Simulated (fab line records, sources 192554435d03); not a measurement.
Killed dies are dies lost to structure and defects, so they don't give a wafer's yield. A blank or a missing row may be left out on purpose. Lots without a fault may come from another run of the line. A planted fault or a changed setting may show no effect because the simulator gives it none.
fab line records | flow n5_finfet
record lots=7 wafers=39
route steps=1938 shown BEOL_M6@1194 BEOL_M7@1308
start_h: hours from the record's first day to the start of the lot's first wafer shown | wait_h: hours since the lot's step before | " the same as in the row above | L1.1+2: a row that stands for several wafers | - no value, or no start given | * or withheld: withheld | < > ~ a bound
route shown NAME@n: a module of which the file shows steps, and the number in the route of the first | usual: mean/standard deviation of fault-free wafers | same: alike in all rows | chamber/n: place in a boat | sites: the reading at each site | _std_site: their standard deviation | _edge_site: outer sites' mean less inner sites' | radius_mm: how far each site lies from the wafer's centre | mask NAME#n: copy n | behind: the tool/chamber that last shaped the wafer | hold: why the lot was held/for how many hours/how that ended | device: the transistor (n, p or np) that didn't switch | end of line: the same wafers' tests at the end of the route | a step without rows: its recipe alone | killed: dies lost to structure and defects at the first sort, not the wafer's yield | map: a wafer's dies, x killed, . not, _ none there
set.NAME: the setting as run; set.NAME@STEP: as run at that earlier step | model.NAME: the simulator's own value behind a step, which no gauge read
lots whose settings were changed on purpose; a table a step, a row a wafer
## steps
# step N5_BEOL_M6_ILD_DEP_00
# recipe material=SiCOH_lowk target_thk_a=1797.5 temp_c=300 precursor=DEMS/porogen pressure_torr=5 rf_w=500 time_s=33.4
# columns lot.wafer tool chamber start_h wait_h set.time_s model.SiCOH_lowk_of_BEOL_M6_ILD_DEP_00.thk_nm
L074.1 pecvd-04 0 195.24 0.0 49.06 256.6
L074.2 " 1 " " 33.4 177.2
L074.3 " 2 " " 33.4 179
L074.4 " 0 " " 49.06 263
L074.5 " 2 " " 49.06 260.2
L074.6 " 1 " " 33.4 182
L075.1 pecvd-04 0 197.58 0.0 39.69 208.4
L075.2 " 1 " " 33.4 177.8
L075.3 " 2 " " 39.69 210.4
L075.4 " 0 " " 33.4 179.8
L075.5 " 1 " " 39.69 213.8
L075.6 " 2 " " 33.4 179.6
L080.1 pecvd-02 0 219.53 0.0 33.4 176.4
L080.2 " 1 " " 33.4 177.2
L080.3 " 2 " " 33.4 175
L080.4 " 2 " " 33.4 178.6
L080.5 " 1 " " 33.4 180
L080.6 " 0 " " 33.4 179.6
L086.1 pecvd-02 1 272.57 0.0 27.57 146.4
L086.2 " 0 " " 27.57 149.4
L086.3 " 2 " " 33.4 177.6
L086.4 " 1 " " 27.57 150
L086.5 " 0 " " 33.4 180.4
L086.6 " 2 " " 33.4 181
L091.1 pecvd-02 1 282.13 0.0 45.22 237.6
L091.2 " 0 " " 33.4 175.4
L091.3 " 2 " " 33.4 175.2
L091.4 " 0 " " 45.22 240.4
L091.5 " 2 " " 45.22 240
L091.6 " 1 " " 33.4 181.2
L095.1 pecvd-02 0 317.53 0.0 33.4 176.4
L095.5 " 1 " " 33.4 180.8
L095.6 " 2 " " 33.4 177.2
L097.1 pecvd-04 1 338.15 0.0 41.76 220.4
L097.2 " 0 " " 41.76 218.4
L097.3 " 2 " " 33.4 177.2
L097.4 " 0 " " 41.76 222.8
L097.5 " 2 " " 33.4 177.8
L097.6 " 1 " " 33.4 178.4
# step N5_BEOL_M6_CURE_74
# recipe temp_c=385 time_s=240 ambient=He/Ar material=SiCOH_lowk
# columns lot.wafer tool chamber start_h wait_h set.time_s@BEOL_M6_ILD_DEP_00 model.SiCOH_lowk_of_BEOL_M6_ILD_DEP_00.thk_nm
L074.1 uv_cure-01 0 195.30 0.0 49.06 222.2
L074.2 " 0 " " 33.4 152.8
L074.3 " 0 " " 33.4 154.4
L074.4 " 0 " " 49.06 227.8
L074.5 " 0 " " 49.06 225.4
L074.6 " 0 " " 33.4 157
L075.1 uv_cure-03 0 197.64 0.0 39.69 180
L075.2 " 0 " " 33.4 153.4
L075.3 " 0 " " 39.69 181.8
L075.4 " 0 " " 33.4 155
L075.5 " 0 " " 39.69 184.6
L075.6 " 0 " " 33.4 154.8
L080.1 uv_cure-02 2 219.59 0.0 33.4 152
L080.2 " 2 " " 33.4 152.8
L080.3 " 2 " " 33.4 151
L080.4 " 2 " " 33.4 154
L080.5 " 2 " " 33.4 155.2
L080.6 " 2 " " 33.4 155
L086.1 uv_cure-01 2 272.95 0.4 27.57 126
L086.2 " 2 " " 27.57 128.6
L086.3 " 2 " " 33.4 153.2
L086.4 " 2 " " 27.57 129
L086.5 " 2 " " 33.4 155.6
L086.6 " 2 " " 33.4 156.2
L091.1 uv_cure-02 1 282.19 0.0 45.22 205.6
L091.2 " 1 " " 33.4 151.2
L091.3 " 1 " " 33.4 151
L091.4 " 1 " " 45.22 208
L091.5 " 1 " " 45.22 207.6
L091.6 " 1 " " 33.4 156.2
L095.1 uv_cure-03 2 317.59 0.0 33.4 152
L095.5 " 2 " " 33.4 156
L095.6 " 2 " " 33.4 152.8
L097.1 uv_cure-01 1 338.21 0.0 41.76 190.4
L097.2 " 1 " " 41.76 188.8
L097.3 " 1 " " 33.4 152.8
L097.4 " 1 " " 41.76 192.6
L097.5 " 1 " " 33.4 153.2
L097.6 " 1 " " 33.4 153.8
# step N5_BEOL_M6_THK_MEAS_01
# recipe reads=SiCOH_lowk_of_BEOL_M6_ILD_DEP_00
# usual M6_ILD_THK=154.4/1.9
# columns lot.wafer tool chamber start_h wait_h set.time_s@BEOL_M6_ILD_DEP_00 M6_ILD_THK[nm]
L074.1 film_metro-02 - 195.81 0.4 49.06 222.3
L074.2 " - " " 33.4 152.7
L074.3 " - " " 33.4 154.3
L074.4 " - " " 49.06 227.8
L074.5 " - " " 49.06 225.4
L074.6 " - " " 33.4 156.9
L075.1 film_metro-01 - 198.15 0.4 39.69 180.3
L075.2 " - " " 33.4 153.2
L075.3 " - " " 39.69 181.8
L075.4 " - " " 33.4 155.0
L075.5 " - " " 39.69 184.7
L075.6 " - " " 33.4 154.7
L080.1 film_metro-02 - 220.11 0.4 33.4 151.9
L080.2 " - " " 33.4 152.8
L080.3 " - " " 33.4 150.9
L080.4 " - " " 33.4 153.8
L080.5 " - " " 33.4 155.3
L080.6 " - " " 33.4 155.0
L086.1 film_metro-01 - 273.46 0.4 27.57 126.0
L086.2 " - " " 27.57 128.6
L086.3 " - " " 33.4 153.3
L086.4 " - " " 27.57 128.9
L086.5 " - " " 33.4 155.5
L086.6 " - " " 33.4 156.1
L091.1 film_metro-01 - 282.70 0.4 45.22 205.6
L091.2 " - " " 33.4 151.2
L091.3 " - " " 33.4 151.2
L091.4 " - " " 45.22 208.0
L091.5 " - " " 45.22 207.6
L091.6 " - " " 33.4 156.2
L095.1 film_metro-02 - 318.59 0.8 33.4 152.1
L095.5 " - " " 33.4 156.0
L095.6 " - " " 33.4 152.9
L097.1 film_metro-01 - 338.73 0.4 41.76 190.4
L097.2 " - " " 41.76 188.6
L097.3 " - " " 33.4 152.8
L097.4 " - " " 41.76 192.6
L097.5 " - " " 33.4 153.2
L097.6 " - " " 33.4 153.8
# step N5_BEOL_M7_TRENCH_ETCH_37
# recipe chemistry=C4F6/O2 target_depth_a=934.78 target=SiCOH_lowk time_s=31.2 ion_energy_ev=250 pressure_mtorr=30 source_w=345 bias_w=185 Ar_flow_sccm=300 C4F6_flow_sccm=10 O2_flow_sccm=10
# columns lot.wafer tool chamber start_h wait_h set.target_depth_a model.BEOL_M7.feature_depth_nm model.etch.depth_nm model.TiN_of_BEOL_M7_HM_DEP_02.thk_nm
L074.1 rie_diel-02 3 - - 934.78 94.6 94.57 17.2
L074.2 " 1 " " 934.78 94.6 94.58 17.2
L074.3 " 0 " " 934.78 93.4 93.48 17.4
L074.4 " 2 " " 934.78 91 90.94 17.4
L074.5 " 0 " " 934.78 93.2 93.28 17.2
L074.6 " 3 " " 934.78 94.6 94.61 17
L075.1 rie_diel-06 2 - - 934.78 91.2 91.28 17.2
L075.2 " 0 " " 695.2 69.2 69.19 18
L075.3 " 3 " " 695.2 69.6 69.58 18.2
L075.4 " 3 " " 695.2 70.2 70.22 18.2
L075.5 " 0 " " 934.78 93.4 93.45 17.8
L075.6 " 2 " " 934.78 91.8 91.83 17.6
L080.1 rie_diel-06 2 - - 934.78 91.4 91.36 17.4
L080.2 " 0 " " 1221 118.8 118.8 16.6
L080.3 " 3 " " 1221 122.6 122.6 16.4
L080.4 " 0 " " 934.78 91.2 91.27 17.4
L080.5 " 2 " " 934.78 92 92.01 17.4
L080.6 " 3 " " 1221 122.2 122.3 16.4
L086.1 rie_diel-04 1 - - 934.78 93.4 93.35 17
L086.2 " 0 " " 934.78 94 94.02 17
L086.3 " 1 " " 934.78 93.6 93.59 16.8
L086.4 " 0 " " 1308 130.4 130.4 16
L086.5 " 1 " " 1308 129.6 129.6 15.8
L086.6 " 0 " " 1308 130.2 130.1 16.2
L091.1 rie_diel-02 1 - - 934.78 94.6 94.61 17.2
L091.2 " 0 " " 934.78 93.4 93.48 17.4
L091.3 " 3 " " 934.78 95.2 95.27 17.2
L091.4 " 2 " " 1344 135.6 135.6 15.8
L091.5 " 1 " " 1344 135.4 135.3 16.2
L091.6 " 0 " " 1344 133 133 16.4
L095.1 rie_diel-02 2 - - 934.78 94 94.03 17
L095.5 " 0 " " 934.78 93.6 93.67 17.2
L095.6 " 3 " " 934.78 94.6 94.54 17.2
L097.1 rie_diel-04 0 - - 540.5 53.4 53.48 18
L097.2 " 1 " " 934.78 93.8 93.75 16.8
L097.3 " 2 " " 540.5 54 54.06 17.8
L097.4 " 1 " " 934.78 93.6 93.7 16.8
L097.5 " 2 " " 934.78 93 93 17.2
L097.6 " 0 " " 540.5 53.2 53.29 18.2
# step N5_BEOL_M7_ETCH_41
# recipe chemistry=CH3F/O2 target=SiCN target_depth_a=319 taper_deg=2 time_s=57.8 ion_energy_ev=120 mask_material=TiN pressure_mtorr=30 source_w=395 bias_w=75 Ar_flow_sccm=150 CH3F_flow_sccm=30 O2_flow_sccm=20
# step N5_BEOL_M7_STRIP_80
# recipe chemistry=N2/H2 time_s=10 power_w=450 temp_c=40 pressure_mtorr=20 rf_frequency_hz=6e+07 bias_power_w=7 n2_flow_sccm=200 h2_flow_sccm=200
# step N5_BEOL_M7_OCD_MEAS_38
# usual trench_depth_nm=93.0/1.5
# columns lot.wafer tool chamber start_h wait_h set.target_depth_a@BEOL_M7_TRENCH_ETCH_37 trench_depth_nm
L074.1 ocd-01 - 208.47 - 934.78 94.7
L074.2 " - " " 934.78 94.2
L074.3 " - " " 934.78 93.6
L074.4 " - " " 934.78 90.6
L074.5 " - " " 934.78 93.6
L074.6 " - " " 934.78 94.5
L075.1 ocd-02 - 210.71 - 934.78 91.5
L075.2 " - " " 695.2 68.9
L075.3 " - " " 695.2 69.5
L075.4 " - " " 695.2 69.9
L075.5 " - " " 934.78 93.3
L075.6 " - " " 934.78 92.0
L080.1 ocd-01 - 232.81 - 934.78 91.7
L080.2 " - " " 1221 118.7
L080.3 " - " " 1221 122.1
L080.4 " - " " 934.78 91.0
L080.5 " - " " 934.78 91.8
L080.6 " - " " 1221 122.0
L086.1 ocd-02 - 285.84 - 934.78 93.1
L086.2 " - " " 934.78 94.1
L086.3 " - " " 934.78 92.8
L086.4 " - " " 1308 131.0
L086.5 " - " " 1308 129.7
L086.6 " - " " 1308 130.0
L091.1 ocd-01 - 294.82 - 934.78 94.7
L091.2 " - " " 934.78 93.3
L091.3 " - " " 934.78 95.1
L091.4 " - " " 1344 135.8
L091.5 " - " " 1344 135.4
L091.6 " - " " 1344 132.6
L095.1 ocd-01 - 336.06 - 934.78 93.7
L095.5 " - " " 934.78 93.8
L095.6 " - " " 934.78 94.3
L097.1 ocd-01 - 353.99 - 540.5 53.6
L097.2 " - " " 934.78 93.5
L097.3 " - " " 540.5 53.3
L097.4 " - " " 934.78 94.0
L097.5 " - " " 934.78 93.6
L097.6 " - " " 540.5 53.0
# step N5_BEOL_M7_HM_STRIP_39
# recipe chemistry=peroxide_tin_strip material=TiN target_depth_a=250 temp_c=50 time_s=158
# step N5_BEOL_M7_SRD_40
# recipe time_s=30 temp_c=23 rinse_liquid=diw dry=ipa_marangoni
# step N5_BEOL_M7_ECD_50
# recipe material=Cu target_thk_a=3000
# step N5_BEOL_M7_ANNEAL_51
# recipe temp_c=225 time_s=90 ambient=N2
# step N5_BEOL_M7_CMP_52
# recipe stop_on=SiCOH_lowk t_overpolish_s=6.9 down_force_psi=1 platen_rpm=50 clearing_platen_down_force_psi=1.5 clearing_platen_rpm=50 post_cmp_clean=cu_alkaline target_thk_nm=80 clearing_platen_pad_velocity_m_s=0.99484 pad_velocity_m_s=0.99484
# columns lot.wafer tool chamber start_h wait_h set.target_depth_a@BEOL_M7_TRENCH_ETCH_37 model.Cu_of_BEOL_M7_ECD_50.thk_nm
L074.3 cmp-03 1 210.58 0.2 934.78 80.8
L074.4 " 2 " " 934.78 76.2
L074.1 " 3 " " 934.78 80.4
L074.2 " 0 " " 934.78 77.2
L074.5 " 1 " " 934.78 79.4
L074.6 " 2 " " 934.78 79.2
L075.4+2 cmp-04 1,2 213.39 0.1 695.2 57.6
L075.3 " 3 " " 695.2 56.2
L075.1 " 0 " " 934.78 77.2
L075.6 " 1 " " 934.78 77.8
L075.5 " 2 " " 934.78 82.4
L080.4 cmp-01 2 234.65 0.1 934.78 78
L080.2 " 3 " " 1221 104
L080.3 " 0 " " 1221 108.4
L080.1 " 1 " " 934.78 78.2
L080.6 " 2 " " 1221 109
L080.5 " 3 " " 934.78 76.8
L086.3 cmp-03 0 288.18 0.2 934.78 76.4
L086.1 " 1 " " 934.78 79
L086.4+5 " 2,1 " " 1308 114.4
L086.2 " 3 " " 934.78 77.8
L086.6 " 0 " " 1308 112.6
L091.1 cmp-04 0 296.88 0.3 934.78 78.8
L091.4+5 " 1,0 " " 1344 120.2
L091.2 " 2 " " 934.78 80.2
L091.3 " 3 " " 934.78 79
L091.6 " 1 " " 1344 116.2
L095.1 cmp-03 3 338.80 0.3 934.78 80
L095.6 " 1 " " 934.78 81.4
L095.5 " 2 " " 934.78 79.8
L097.3 cmp-04 2 356.23 0.2 540.5 42.4
L097.2 " 3 " " 934.78 79.2
L097.1 " 0 " " 540.5 39.2
L097.4 " 1 " " 934.78 79.8
L097.6 " 2 " " 540.5 40.8
L097.5 " 3 " " 934.78 78.2
# step N5_BEOL_M7_THK_MEAS_53
# recipe thk_meas_gauge=xrf reads=Cu_of_BEOL_M7_ECD_50
# usual M7_THK=78.2/2.1
# columns lot.wafer tool chamber start_h wait_h set.target_depth_a@BEOL_M7_TRENCH_ETCH_37 M7_THK[nm]
L074.1 film_metro-02 - 210.88 - 934.78 80.5
L074.2 " - " " 934.78 77.1
L074.3 " - " " 934.78 80.9
L074.4 " - " " 934.78 76.2
L074.5 " - " " 934.78 79.1
L074.6 " - " " 934.78 79.4
L075.1 film_metro-02 - 213.69 - 934.78 78.0
L075.2 " - " " 695.2 58.4
L075.3 " - " " 695.2 56.7
L075.4 " - " " 695.2 58.0
L075.5 " - " " 934.78 83.5
L075.6 " - " " 934.78 78.9
L080.1 film_metro-02 - 234.95 - 934.78 78.2
L080.2 " - " " 1221 103.2
L080.3 " - " " 1221 108.4
L080.4 " - " " 934.78 77.5
L080.5 " - " " 934.78 76.9
L080.6 " - " " 1221 108.4
L086.1 film_metro-01 - 288.48 - 934.78 78.1
L086.2 " - " " 934.78 76.9
L086.3 " - " " 934.78 75.7
L086.4 " - " " 1308 113.4
L086.5 " - " " 1308 113.5
L086.6 " - " " 1308 111.6
L091.1 film_metro-02 - 297.17 - 934.78 78.2
L091.2 " - " " 934.78 79.4
L091.3 " - " " 934.78 78.1
L091.4 " - " " 1344 118.9
L091.5 " - " " 1344 119.2
L091.6 " - " " 1344 115.2
L095.1 film_metro-02 - 339.02 - 934.78 80.0
L095.5 " - " " 934.78 80.1
L095.6 " - " " 934.78 81.6
L097.1 film_metro-02 - 356.53 - 540.5 39.3
L097.2 " - " " 934.78 79.2
L097.3 " - " " 540.5 42.7
L097.4 " - " " 934.78 80.5
L097.5 " - " " 934.78 78.9
L097.6 " - " " 540.5 41.2
# step N5_BEOL_M7_PRE_CLEAN_55
# recipe gas=NH3 time_s=15 temp_c=withheld rf_power_w=300
# step N5_BEOL_M7_DEP_56
# recipe material=SiCN target_thk_a=100 temp_c=withheld precursor=3MS/NH3 pressure_torr=3 rf_w=202 time_s=17.5
# step N5_BEOL_M7_RS_MEAS_57
# recipe thk_meas_gauge=four-point-probe reads=Cu_of_BEOL_M7_ECD_50+Co_of_BEOL_M7_CVD_78+TaN_of_BEOL_M7_ALD_77
# usual M7_RS=0.292/0.0091
# columns lot.wafer tool chamber start_h wait_h set.target_depth_a@BEOL_M7_TRENCH_ETCH_37 M7_RS[ohm/sq]
L074.1 film_metro-01 - 211.01 0.1 934.78 0.285
L074.2 " - " " 934.78 0.298
L074.3 " - " " 934.78 0.283
L074.4 " - " " 934.78 0.302
L074.5 " - " " 934.78 0.289
L074.6 " - " " 934.78 0.289
L075.1 film_metro-01 - 213.85 0.1 934.78 0.298
L075.2 " - " " 695.2 0.425
L075.3 " - " " 695.2 0.438
L075.4 " - " " 695.2 0.425
L075.5 " - " " 934.78 0.276
L075.6 " - " " 934.78 0.296
L080.1 film_metro-01 - 235.08 0.1 934.78 0.293
L080.2 " - " " 1221 0.212
L080.3 " - " " 1221 0.201
L080.4 " - " " 934.78 0.295
L080.5 " - " " 934.78 0.300
L080.6 " - " " 1221 0.200
L086.1 film_metro-01 - 288.61 0.1 934.78 0.290
L086.2 " - " " 934.78 0.296
L086.3 " - " " 934.78 0.302
L086.4 " - " " 1308 0.189
L086.5 " - " " 1308 0.190
L086.6 " - " " 1308 0.193
L091.1 film_metro-02 - 297.32 0.1 934.78 0.291
L091.2 " - " " 934.78 0.285
L091.3 " - " " 934.78 0.290
L091.4 " - " " 1344 0.179
L091.5 " - " " 1344 0.180
L091.6 " - " " 1344 0.186
L095.1 film_metro-01 - 339.19 0.1 934.78 0.287
L095.5 " - " " 934.78 0.287
L095.6 " - " " 934.78 0.281
L097.1 film_metro-02 - 356.66 0.1 540.5 0.691
L097.2 " - " " 934.78 0.288
L097.3 " - " " 540.5 0.621
L097.4 " - " " 934.78 0.286
L097.5 " - " " 934.78 0.292
L097.6 " - " " 540.5 0.652
## key
split step=N5_BEOL_M6_ILD_DEP_00 setting=time_s stated=33.4 by=wafer
response step=N5_BEOL_M6_ILD_DEP_00 reading=model.SiCOH_lowk_of_BEOL_M6_ILD_DEP_00.thk_nm change=+1.73 per=1% r=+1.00
response step=N5_BEOL_M6_CURE_74 reading=model.SiCOH_lowk_of_BEOL_M6_ILD_DEP_00.thk_nm change=+1.51 per=1% r=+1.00
response step=N5_BEOL_M6_THK_MEAS_01 reading=M6_ILD_THK change=+1.51 per=1% r=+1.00
split step=N5_BEOL_M7_TRENCH_ETCH_37 setting=target_depth_a stated=934.78 by=wafer
response step=N5_BEOL_M7_TRENCH_ETCH_37 reading=model.BEOL_M7.feature_depth_nm change=+0.927 per=1% r=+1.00
response step=N5_BEOL_M7_TRENCH_ETCH_37 reading=model.etch.depth_nm change=+0.927 per=1% r=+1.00
response step=N5_BEOL_M7_TRENCH_ETCH_37 reading=model.TiN_of_BEOL_M7_HM_DEP_02.thk_nm change=-0.0255 per=1% r=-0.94
response step=N5_BEOL_M7_OCD_MEAS_38 reading=trench_depth_nm change=+0.933 per=1% r=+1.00
response step=N5_BEOL_M7_CMP_52 reading=model.Cu_of_BEOL_M7_ECD_50.thk_nm change=+0.908 per=1% r=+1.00
response step=N5_BEOL_M7_THK_MEAS_53 reading=M7_THK change=+0.907 per=1% r=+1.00
response step=N5_BEOL_M7_RS_MEAS_57 reading=M7_RS shape=bent at_lowest=0.655 at_stated=0.291 at_highest=0.181
